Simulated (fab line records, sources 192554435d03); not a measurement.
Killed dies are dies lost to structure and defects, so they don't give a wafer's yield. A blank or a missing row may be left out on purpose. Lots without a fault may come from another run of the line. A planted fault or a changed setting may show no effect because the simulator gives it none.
Which tool did it? | flow n5_finfet | 23 lots, 69 wafers sampled, at 6 steps of a route of 1938

WHAT THE GAUGES READ, wafer by wafer
N5_MOL_CONTACT_COAG_CD_MEAS_99: target cd 17.2 nm.
lot  | measured     | on        | cd_nm (nm)
L074 | day 4 14:47  | cd_sem-03 | 17.2 17.9 17.9
L075 | day 4 21:45  | cd_sem-01 | 17.1 17.2 17.1
L076 | day 5 05:24  | cd_sem-01 | 17.0 16.7 16.9
L077 | day 5 11:58  | cd_sem-03 | 17.3 16.9 17.5
L078 | day 5 17:50  | cd_sem-02 | 16.6 16.5 16.0
L079 | day 6 03:46  | cd_sem-03 | 17.3 17.9 17.1
L080 | day 6 04:59  | cd_sem-02 | 17.0 16.9 17.2
L081 | day 6 11:24  | cd_sem-03 | 16.6 17.0 17.3
L082 | day 6 15:35  | cd_sem-02 | 17.0 16.9 17.2
L083 | day 6 19:47  | cd_sem-03 | 17.4 17.1 16.4
L084 | day 7 03:41  | cd_sem-02 | 16.8 16.9 16.8
L085 | day 7 16:09  | cd_sem-02 | 17.5 16.9 17.7
L086 | day 7 20:16  | cd_sem-02 | 17.4 16.9 17.5
L087 | day 7 22:56  | cd_sem-03 | 16.3 16.8 16.7
L088 | day 8 09:50  | cd_sem-03 | 16.8 17.3 17.7
L089 | day 8 12:13  | cd_sem-01 | 17.7 17.2 17.2
L090 | day 8 15:37  | cd_sem-01 | 17.2 16.9 17.7
L091 | day 9 01:14  | cd_sem-01 | 17.0 16.7 16.8
L092 | day 9 08:07  | cd_sem-03 | 17.3 17.7 17.6
L093 | day 9 11:38  | cd_sem-02 | 16.9 17.5 18.2
L094 | day 9 19:23  | cd_sem-03 | 16.9 17.5 17.0
L095 | day 10 00:11 | cd_sem-03 | 17.1 17.6 16.8
L096 | day 10 04:50 | cd_sem-02 | 17.7 17.6 17.1

N5_MOL_CONTACT_COAG_OVL_MEAS_41.
lot  | measured     | on         | VD_OVL (nm)
L074 | day 5 03:31  | overlay-02 | -1.1 -0.6 0.4
L075 | day 5 09:36  | overlay-01 | -1.2 -1.5 -2.6
L076 | day 5 15:48  | overlay-01 | 0.4 -1.1 0.2
L077 | day 5 21:38  | overlay-01 | -1.0 -1.5 -1.0
L078 | day 6 07:38  | overlay-02 | -1.0 -0.6 0.1
L079 | day 6 14:07  | overlay-02 | 0.3 -0.7 -0.2
L080 | day 6 17:11  | overlay-01 | -0.7 -0.5 -1.0
L081 | day 7 00:20  | overlay-02 | 1.3 0.8 -0.3
L082 | day 7 03:38  | overlay-01 | -0.5 0.4 0.1
L083 | day 7 06:08  | overlay-01 | 0.1 0.5 0.6
L084 | day 7 19:05  | overlay-02 | 0.2 -0.7 -1.2
L085 | day 8 02:26  | overlay-01 | 0.1 0.3 0.4
L086 | day 8 10:08  | overlay-02 | 1.7 0.7 1.5
L087 | day 8 09:07  | overlay-02 | -0.3 0.1 -0.3
L088 | day 8 20:28  | overlay-02 | -0.3 2.1 0.1
L089 | day 8 23:33  | overlay-02 | -2.1 -2.2 -1.0
L090 | day 9 03:46  | overlay-02 | 0.0 0.4 0.0
L091 | day 9 11:23  | overlay-02 | 1.0 0.2 0.6
L092 | day 9 18:25  | overlay-01 | -1.0 -0.5 -1.1
L093 | day 10 00:44 | overlay-02 | -0.9 0.1 0.1
L094 | day 10 07:07 | overlay-02 | -0.1 -1.4 -1.1
L095 | day 10 11:56 | overlay-02 | -0.9 -0.4 0.6
L096 | day 10 14:31 | overlay-02 | -0.2 0.6 -0.6

WHICH TOOL RAN EACH LOT (tool, then ch and the chambers of the sampled wafers, then the start)
lot  | N5_MOL_CONTACT_COAG_ETCH_59        | N5_MOL_CONTACT_COAG_CONTACT_ETCH_14 | N5_MOL_CONTACT_COAG_ALD_123       | N5_MOL_CONTACT_COAG_ETCHBACK_135
L074 | rie_diel-03 ch 1,3, day 4 14:25    | rie_diel-03 ch 1,3, day 4 14:34     | ald_sin-01 ch 0,2,3, day 5 00:39  | rie_diel-05 ch 0,3, day 5 02:40
L075 | rie_diel-05 ch 0,1,3, day 4 21:23  | rie_diel-05 ch 0,1,3, day 4 21:32   | ald_sin-01 ch 0,1,2, day 5 05:58  | rie_diel-01 ch 1,2,3, day 5 08:52
L076 | rie_diel-05 ch 0,2,3, day 5 05:02  | rie_diel-05 ch 0,2,3, day 5 05:11   | ald_sin-04 ch 1,2,3, day 5 13:10  | rie_diel-01 ch 1,2,3, day 5 14:56
L077 | rie_diel-05 ch 1,2,3, day 5 11:36  | rie_diel-05 ch 1,2,3, day 5 11:45   | ald_sin-01 ch 1,2, day 5 19:13    | rie_diel-05 ch 1,3, day 5 20:47
L078 | rie_diel-05 ch 0,2, day 5 17:28    | rie_diel-05 ch 0,2, day 5 17:37     | ald_sin-01 ch 0,1,2, day 6 05:11  | rie_diel-01 ch 2,3, day 6 06:47
L079 | rie_diel-05 ch 0,2,3, day 6 03:24  | rie_diel-05 ch 0,2,3, day 6 03:33   | ald_sin-04 ch 0,1,3, day 6 11:49  | rie_diel-03 ch 0,1,3, day 6 13:23
L080 | rie_diel-05 ch 1,3, day 6 04:37    | rie_diel-05 ch 1,3, day 6 04:46     | ald_sin-04 ch 1,2,3, day 6 14:48  | rie_diel-03 ch 1,2,3, day 6 16:20
L081 | rie_diel-05 ch 1,2,3, day 6 11:02  | rie_diel-05 ch 1,2,3, day 6 11:11   | ald_sin-02 ch 2,3, day 6 22:06    | rie_diel-05 ch 0,1, day 6 23:37
L082 | rie_diel-03 ch 0,1, day 6 15:13    | rie_diel-03 ch 0,1, day 6 15:22     | ald_sin-02 ch 0,3, day 7 01:22    | rie_diel-05 ch 0,3, day 7 02:47
L083 | rie_diel-05 ch 0,2, day 6 19:24    | rie_diel-05 ch 0,2, day 6 19:33     | ald_sin-02 ch 1,2,3, day 7 03:52  | rie_diel-03 ch 0,1, day 7 05:17
L084 | rie_diel-05 ch 1,3, day 7 03:19    | rie_diel-05 ch 1,3, day 7 03:28     | ald_sin-02 ch 0,1,2, day 7 16:29  | rie_diel-03 ch 2,3, day 7 18:14
L085 | rie_diel-05 ch 1,3, day 7 15:47    | rie_diel-05 ch 1,3, day 7 15:56     | ald_sin-04 ch 0,2,3, day 7 22:57  | rie_diel-01 ch 0,2,3, day 8 01:29
L086 | rie_diel-01 ch 0,1, day 7 19:54    | rie_diel-01 ch 0,1, day 7 20:03     | ald_sin-01 ch 2,3, day 8 07:38    | rie_diel-01 ch 0,3, day 8 09:25
L087 | rie_diel-03 ch 0,1,3, day 7 22:35  | rie_diel-03 ch 0,1,3, day 7 22:44   | ald_sin-01 ch 2,3, day 8 06:50    | rie_diel-03 ch 1,2, day 8 08:24
L088 | rie_diel-05 ch 1,2,3, day 8 09:28  | rie_diel-05 ch 1,2,3, day 8 09:37   | ald_sin-01 ch 0,1,2, day 8 16:38  | rie_diel-03 ch 0,1,2, day 8 19:35
L089 | rie_diel-03 ch 0,1,3, day 8 11:51  | rie_diel-03 ch 0,1,3, day 8 12:00   | ald_sin-04 ch 1,2, day 8 20:02    | rie_diel-03 ch 0,1, day 8 22:42
L090 | rie_diel-03 ch 0,1, day 8 15:15    | rie_diel-03 ch 0,1, day 8 15:24     | ald_sin-01 ch 0,1, day 9 00:46    | rie_diel-03 ch 0,3, day 9 03:02
L091 | rie_diel-05 ch 1,2, day 9 00:52    | rie_diel-05 ch 1,2, day 9 01:01     | ald_sin-01 ch 0,2, day 9 09:08    | rie_diel-05 ch 0,1,2, day 9 10:32
L092 | rie_diel-05 ch 0,1, day 9 07:45    | rie_diel-05 ch 0,1, day 9 07:54     | ald_sin-02 ch 1,2,3, day 9 16:02  | rie_diel-05 ch 0,2,3, day 9 17:41
L093 | rie_diel-03 ch 0,1, day 9 11:16    | rie_diel-03 ch 0,1, day 9 11:25     | ald_sin-04 ch 0,2, day 9 22:12    | rie_diel-03 ch 1,3, day 9 23:53
L094 | rie_diel-01 ch 1,3, day 9 19:02    | rie_diel-01 ch 1,3, day 9 19:11     | ald_sin-01 ch 1,2, day 10 03:56   | rie_diel-05 ch 0,1,3, day 10 06:23
L095 | rie_diel-01 ch 0,1,3, day 9 23:49  | rie_diel-01 ch 0,1,3, day 9 23:58   | ald_sin-01 ch 2,3, day 10 09:02   | rie_diel-03 ch 1,2,3, day 10 11:11
L096 | rie_diel-01 ch 0,1,2, day 10 04:28 | rie_diel-01 ch 0,1,2, day 10 04:37  | ald_sin-04 ch 1,2,3, day 10 12:02 | rie_diel-01 ch 0,2,3, day 10 13:47
- N5_MOL_CONTACT_COAG_ETCH_59: etches underlayer in N2/H2, target depth 13 nm, time 10.4 s.
- N5_MOL_CONTACT_COAG_CONTACT_ETCH_14: etches SiO2 in C4F6/O2, target depth 27.5 nm, overetch 8.5 nm, time 20 s.
- N5_MOL_CONTACT_COAG_ALD_123: deposits SiNx, target thk 5 nm, pulse time 1 s, purge time 2 s.
- N5_MOL_CONTACT_COAG_ETCHBACK_135: etches SiO2 in CHF3, target depth 25 nm, time 16.7 s.

WHAT THE TOOLS THEMSELVES READ (means of the sampled wafers that have a number; where no wafer has one, the mark that the record gives instead)
N5_MOL_CONTACT_COAG_ETCH_59.
lot  | tool        | drypump_motor_current_A (A) | etch_rf_on_time_s (s) | oes_product_au (a.u.) | rf_vpp_V (V) | showerhead_plenum_p_Torr (Torr) | throttle_valve_pct (%)
L074 | rie_diel-03 | 5.7                         | 10.25                 | 0.73                  | 523.1        | 2.52                            | 17.56
L075 | rie_diel-05 | 5.8                         | 10.52                 | 0.63                  | 524.9        | 2.55                            | 17.91
L076 | rie_diel-05 | 5.7                         | 10.50                 | 0.63                  | 524.8        | 2.56                            | 18.15
L077 | rie_diel-05 | 5.8                         | 10.59                 | 0.62                  | 524.2        | 2.55                            | 17.95
L078 | rie_diel-05 | 5.3                         | 10.62                 | 0.64                  | 526.6        | 2.65                            | 18.30
L079 | rie_diel-05 | 5.7                         | 10.63                 | 0.61                  | 525.1        | 2.56                            | 18.16
L080 | rie_diel-05 | 5.9                         | 10.77                 | 0.62                  | 523.5        | 2.54                            | 17.75
L081 | rie_diel-05 | 5.8                         | 10.71                 | 0.61                  | 524.7        | 2.55                            | 17.97
L082 | rie_diel-03 | 5.8                         | 10.44                 | 0.72                  | 526.0        | 2.61                            | 17.68
L083 | rie_diel-05 | 5.3                         | 10.56                 | 0.63                  | 526.2        | 2.65                            | 18.32
L084 | rie_diel-05 | 6.2                         | 10.55                 | 0.59                  | 521.7        | 2.46                            | 17.83
L085 | rie_diel-05 | 5.9                         | 10.74                 | 0.61                  | 524.7        | 2.53                            | 17.77
L086 | rie_diel-01 | 5.9                         | 10.65                 | 0.73                  | 522.5        | 2.51                            | 17.69
L087 | rie_diel-03 | 5.8                         | 10.38                 | 0.69                  | 525.1        | 2.57                            | 17.65
L088 | rie_diel-05 | 5.8                         | 10.70                 | 0.60                  | 524.3        | 2.54                            | 17.97
L089 | rie_diel-03 | 5.8                         | 10.38                 | 0.69                  | 524.8        | 2.56                            | 17.66
L090 | rie_diel-03 | 5.8                         | 10.70                 | 0.66                  | 525.4        | 2.62                            | 17.70
L091 | rie_diel-05 | 5.5                         | 10.76                 | 0.61                  | 527.0        | 2.61                            | 17.94
L092 | rie_diel-05 | 5.5                         | 10.23                 | 0.64                  | 526.6        | 2.62                            | 18.12
L093 | rie_diel-03 | 5.8                         | 10.55                 | 0.65                  | 525.6        | 2.61                            | 17.71
L094 | rie_diel-01 | 5.7                         | 10.42                 | 0.59                  | 523.1        | 2.51                            | 17.95
L095 | rie_diel-01 | 5.8                         | 10.40                 | 0.65                  | 523.0        | 2.51                            | 17.84
L096 | rie_diel-01 | 5.8                         | 10.42                 | 0.72                  | 523.4        | 2.50                            | 17.75

N5_MOL_CONTACT_COAG_CONTACT_ETCH_14.
lot  | tool        | O2_flow_sccm (sccm) | drypump_motor_current_A (A) | oes_product_au (a.u.) | rf_vpp_V (V) | showerhead_plenum_p_Torr (Torr) | throttle_valve_pct (%)
L074 | rie_diel-03 | 9.99                | 5.7                         | 0.73                  | 692          | 2.82                            | 20.80
L075 | rie_diel-05 | 9.99                | 5.8                         | 0.64                  | 693          | 2.90                            | 21.38
L076 | rie_diel-05 | 9.99                | 5.7                         | 0.63                  | 693          | 2.91                            | 21.54
L077 | rie_diel-05 | 9.98                | 5.8                         | 0.63                  | 693          | 2.90                            | 21.40
L078 | rie_diel-05 | 10.01               | 5.3                         | 0.64                  | 696          | 2.98                            | 21.57
L079 | rie_diel-05 | 9.97                | 5.7                         | 0.62                  | 693          | 2.90                            | 21.56
L080 | rie_diel-05 | 9.99                | 5.9                         | 0.62                  | 693          | 2.89                            | 21.27
L081 | rie_diel-05 | 10.00               | 5.8                         | 0.62                  | 693          | 2.90                            | 21.41
L082 | rie_diel-03 | 10.01               | 5.8                         | 0.72                  | 695          | 2.94                            | 21.02
L083 | rie_diel-05 | 9.99                | 5.3                         | 0.63                  | 696          | 2.97                            | 21.58
L084 | rie_diel-05 | 9.97                | 6.2                         | 0.60                  | 690          | 2.82                            | 21.41
L085 | rie_diel-05 | 9.99                | 5.9                         | 0.62                  | 693          | 2.88                            | 21.29
L086 | rie_diel-01 | 10.01               | 5.9                         | 0.73                  | 691          | 2.84                            | 21.07
L087 | rie_diel-03 | 10.01               | 5.8                         | 0.69                  | 693          | 2.89                            | 20.95
L088 | rie_diel-05 | 9.98                | 5.8                         | 0.62                  | 693          | 2.89                            | 21.44
L089 | rie_diel-03 | 10.00               | 5.7                         | 0.68                  | 693          | 2.88                            | 20.96
L090 | rie_diel-03 | 10.01               | 5.8                         | 0.67                  | 696          | 2.96                            | 21.07
L091 | rie_diel-05 | 9.98                | 5.5                         | 0.62                  | 696          | 2.96                            | 21.34
L092 | rie_diel-05 | 10.01               | 5.5                         | 0.63                  | 696          | 2.95                            | 21.47
L093 | rie_diel-03 | 9.98                | 5.8                         | 0.66                  | 696          | 2.95                            | 21.09
L094 | rie_diel-01 | 9.99                | 5.7                         | 0.59                  | 691          | 2.86                            | 21.43
L095 | rie_diel-01 | 10.01               | 5.8                         | 0.65                  | 692          | 2.85                            | 21.27
L096 | rie_diel-01 | 9.94                | 5.8                         | 0.72                  | 691          | 2.83                            | 21.13

N5_MOL_CONTACT_COAG_ALD_123.
lot  | tool       | heater_power_outer_w (W) | heater_power_w (W) | precursor_pulse_height_rel
L074 | ald_sin-01 | 487                      | 777                | 1.006
L075 | ald_sin-01 | 511                      | 843                | 1.011
L076 | ald_sin-04 | 547                      | 899                | 0.996
L077 | ald_sin-01 | 491                      | 805                | 1.000
L078 | ald_sin-01 | 508                      | 826                | 1.013
L079 | ald_sin-04 | 509                      | 814                | 1.011
L080 | ald_sin-04 | 546                      | 907                | 1.004
L081 | ald_sin-02 | 529                      | 875                | 0.997
L082 | ald_sin-02 | 494                      | 820                | 1.003
L083 | ald_sin-02 | 506                      | 847                | 1.001
L084 | ald_sin-02 | 498                      | 814                | 1.022
L085 | ald_sin-04 | 564                      | 901                | 0.999
L086 | ald_sin-01 | 455                      | 715                | 0.999
L087 | ald_sin-01 | 461                      | 701                | 0.989
L088 | ald_sin-01 | 518                      | 817                | 1.015
L089 | ald_sin-04 | 515                      | 868                | 0.981
L090 | ald_sin-01 | 558                      | 931                | 1.028
L091 | ald_sin-01 | 479                      | 763                | 1.003
L092 | ald_sin-02 | 503                      | 841                | 1.015
L093 | ald_sin-04 | 606                      | 954                | 0.999
L094 | ald_sin-01 | 463                      | 742                | 1.015
L095 | ald_sin-01 | 456                      | 712                | 0.998
L096 | ald_sin-04 | 547                      | 912                | 1.004

N5_MOL_CONTACT_COAG_ETCHBACK_135.
lot  | tool        | CHF3_flow_sccm (sccm) | drypump_motor_current_A (A) | oes_product_au (a.u.) | rf_vpp_V (V) | showerhead_plenum_p_Torr (Torr) | throttle_valve_pct (%)
L074 | rie_diel-05 | 49.97                 | 6.1                         | 0.72                  | 531          | 2.34                            | 18.94
L075 | rie_diel-01 | 50.03                 | 5.7                         | 0.71                  | 519          | 2.36                            | 18.83
L076 | rie_diel-01 | 49.95                 | 5.7                         | 0.72                  | 519          | 2.36                            | 18.83
L077 | rie_diel-05 | 49.93                 | 5.9                         | 0.73                  | 540          | 2.39                            | 18.73
L078 | rie_diel-01 | 50.08                 | 5.7                         | 0.71                  | 513          | 2.35                            | 19.09
L079 | rie_diel-03 | 49.96                 | 5.7                         | 0.82                  | 523          | 2.39                            | 18.41
L080 | rie_diel-03 | 50.05                 | 5.5                         | 0.82                  | 520          | 2.35                            | 18.39
L081 | rie_diel-05 | 50.11                 | 5.5                         | 0.75                  | 541          | 2.45                            | 18.78
L082 | rie_diel-05 | 49.98                 | 6.1                         | 0.70                  | 531          | 2.33                            | 18.96
L083 | rie_diel-03 | 50.09                 | 5.8                         | 0.80                  | 534          | 2.45                            | 18.53
L084 | rie_diel-03 | 50.05                 | 5.4                         | 0.79                  | 511          | 2.31                            | 18.32
L085 | rie_diel-01 | 49.97                 | 5.7                         | 0.78                  | 514          | 2.35                            | 18.93
L086 | rie_diel-01 | 49.91                 | 5.7                         | 0.77                  | 511          | 2.36                            | 18.91
L087 | rie_diel-03 | 49.89                 | 5.2                         | 0.78                  | 526          | 2.38                            | 18.52
L088 | rie_diel-03 | 49.90                 | 5.5                         | 0.78                  | 529          | 2.41                            | 18.54
L089 | rie_diel-03 | 49.93                 | 5.8                         | 0.77                  | 534          | 2.44                            | 18.55
L090 | rie_diel-03 | 49.95                 | 5.7                         | 0.78                  | 514          | 2.34                            | 18.36
L091 | rie_diel-05 | 50.06                 | 5.4                         | 0.72                  | 542          | 2.44                            | 18.94
L092 | rie_diel-05 | 49.95                 | 5.7                         | 0.81                  | 539          | 2.49                            | 18.90
L093 | rie_diel-03 | 49.87                 | 5.7                         | 0.82                  | 523          | 2.35                            | 18.41
L094 | rie_diel-05 | 50.00                 | 5.8                         | 0.83                  | 539          | 2.48                            | 18.79
L095 | rie_diel-03 | 49.91                 | 5.5                         | 0.78                  | 520          | 2.34                            | 18.45
L096 | rie_diel-01 | 50.03                 | 5.7                         | 0.84                  | 514          | 2.34                            | 18.81

THE ANSWER, worked out from the rows above alone
Rule: what is usual is taken from the lots themselves. Put in order of their means at a reading, lots are off if they are a third of the lots or fewer, leave a main group of 4 or more, and stand apart from it by a gap of 3 or more times the standard deviation of the main group's means; of several such gaps the widest counts. A main group whose means are all the same, to the digits that the tables above print for the reading, isn't used. A lot without any number at a reading at which 4 lots or more have one is off too. The other lots that the step has rows for count as sound. The gauges are gone through in route order, then the tools' own readings, and for those a lot's mean is taken as printed above. The first step at which some lot is off is used, and at that step the reading that is off furthest; a lot without a number counts as furthest.
No lot is off at any reading shown: from this, nothing can be told.

WHAT THE SIMULATOR HAD PUT IN
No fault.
